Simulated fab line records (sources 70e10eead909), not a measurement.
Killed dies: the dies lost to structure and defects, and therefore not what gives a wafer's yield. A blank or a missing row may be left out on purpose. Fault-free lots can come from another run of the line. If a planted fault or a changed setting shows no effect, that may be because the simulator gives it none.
Matching of chambers | flow nand harc | rie diel-12 running NHARC_P_M2_ETCH_35: 4 sister chambers
The step etches the open film in N2/H2, target depth 40 nm, overetch 12 nm, time 43.94 s. 14 wafers are shown with their chamber, then 7 later ones without.

WAFERS PAIRED WITH THEIR CHAMBERS
wafer  | chamber | drypump motor current A (A) | showerhead plenum p Torr (Torr) | rf vpp V (V)
L074.3 | 1       | 4.7                         | 2.16                            | 434.2
L074.4 | 3       | 6.1                         | 1.96                            | 428.1
L074.5 | 0       | 5.5                         | 2.04                            | 431.2
L077.1 | 2       | 5.1                         | 2.01                            | 429.7
L077.2 | 3       | 6.2                         | 1.96                            | 428.7
L077.6 | 0       | 5.5                         | 2.04                            | 428.1
L081.4 | 1       | 4.7                         | 2.16                            | 432.3
L081.5 | 3       | 6.2                         | 1.96                            | 427.6
L081.6 | 0       | 5.5                         | 2.04                            | 430.2
L093.1 | 2       | 5.2                         | 2.00                            | 431.0
L093.3 | 0       | 5.5                         | 2.04                            | 431.2
L093.6 | 3       | 6.2                         | 1.95                            | 428.2
L095.1 | 1       | 4.7                         | 2.15                            | 433.4
L095.2 | 3       | 6.2                         | 1.95                            | 427.7

SIGNATURES (means of the wafers above)
reading                  | chamber 0 | chamber 1 | chamber 2 | chamber 3 | scatter within a chamber
drypump motor current A  | 5.500     | 4.700     | 5.150     | 6.180     | 0.0361
showerhead plenum p Torr | 2.0400    | 2.1567    | 2.0050    | 1.9560    | 0.00486
rf vpp V                 | 430.175   | 433.300   | 430.350   | 428.060   | 0.992
Rule: a wafer lies at a distance from a chamber equal to the root of the sum of squares, over the readings, of (its reading less the chamber's mean, divided by the reading's scatter). The wafer belongs to the nearest chamber; if the next one is less than 2 further off, it can't be placed. How the scatter is found: for the shown wafers, subtract from each reading the mean of its chamber, square and add these, divide the total by (wafers less chambers), then take the root.

WAFERS MISSING THEIR CHAMBER
wafer  | drypump motor current A (A) | showerhead plenum p Torr (Torr) | rf vpp V (V)
L095.4 | 4.7                         | 2.15                            | 433.2
L097.1 | 5.5                         | 2.04                            | 429.6
L097.4 | 5.2                         | 2.00                            | 429.9
L097.6 | 5.5                         | 2.04                            | 431.3
L096.1 | 5.5                         | 2.04                            | 430.4
L096.3 | 4.7                         | 2.15                            | 433.5
L096.5 | 5.2                         | 2.00                            | 430.7

EACH ONE'S CHAMBER
wafer  | from the rows above | in truth
L095.4 | 1                   | 1
L097.1 | 0                   | 0
L097.4 | 2                   | 2
L097.6 | 0                   | 0
L096.1 | 0                   | 0
L096.3 | 1                   | 1
L096.5 | 2                   | 2
Placed correctly: 7 of 7. Left unplaced by these rows: 0. 0 placed wrongly.
